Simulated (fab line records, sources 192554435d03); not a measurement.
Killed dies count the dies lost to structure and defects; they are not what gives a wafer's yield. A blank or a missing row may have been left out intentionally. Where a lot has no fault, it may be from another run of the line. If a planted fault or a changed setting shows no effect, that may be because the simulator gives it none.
Matching of chambers ; flow n5 finfet ; 4 sister chambers for N5_HKMG_FIN_NWFM_ALD_20 on ald metal-01
The step deposits TiAlC, target thk 2 nm, pulse time 3 s, purge time 2 s. 4 wafers are shown with their chamber, then 9 later ones without.

WAFERS PAIRED WITH THEIR CHAMBERS
wafer;chamber;heater power w (W)
L087.2;0;477
L091.2;3;426
L091.5;2;480
L091.6;1;508

WAFERS MISSING THEIR CHAMBER
wafer;heater power w (W)
L092.1;507
L092.2;517
L092.4;430
L093.2;491
L093.4;509
L093.6;426
L095.2;441
L095.5;423
L095.6;467

WHICH CHAMBER EACH WENT THROUGH
wafer;from the rows above;in truth
L092.1;1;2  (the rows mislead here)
L092.2;1;1
L092.4;3;3
L093.2;can't be placed: 2 or 0 or 1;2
L093.4;1;1
L093.6;3;3
L095.2;3;3
L095.5;3;3
L095.6;can't be placed: 0 or 2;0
Placed correctly: 6 of 9. Cannot be placed on the basis of these rows: 2; the candidates contain the true chamber in 2. Number placed wrongly: 1.
How it was worked out, from the rows above alone: a wafer's distance from a chamber is the root of the sum, over the readings, of the square of ((its reading less the chamber's mean) divided by the reading's scatter). The wafer belongs to the nearest chamber; if the next one is less than 2 further off, it can't be placed. A chamber's mean is the mean of its shown wafers. The scatter (one wafer shown for each chamber): square how far every hidden wafer sits from the nearest shown wafer, average those squares and take the square root.
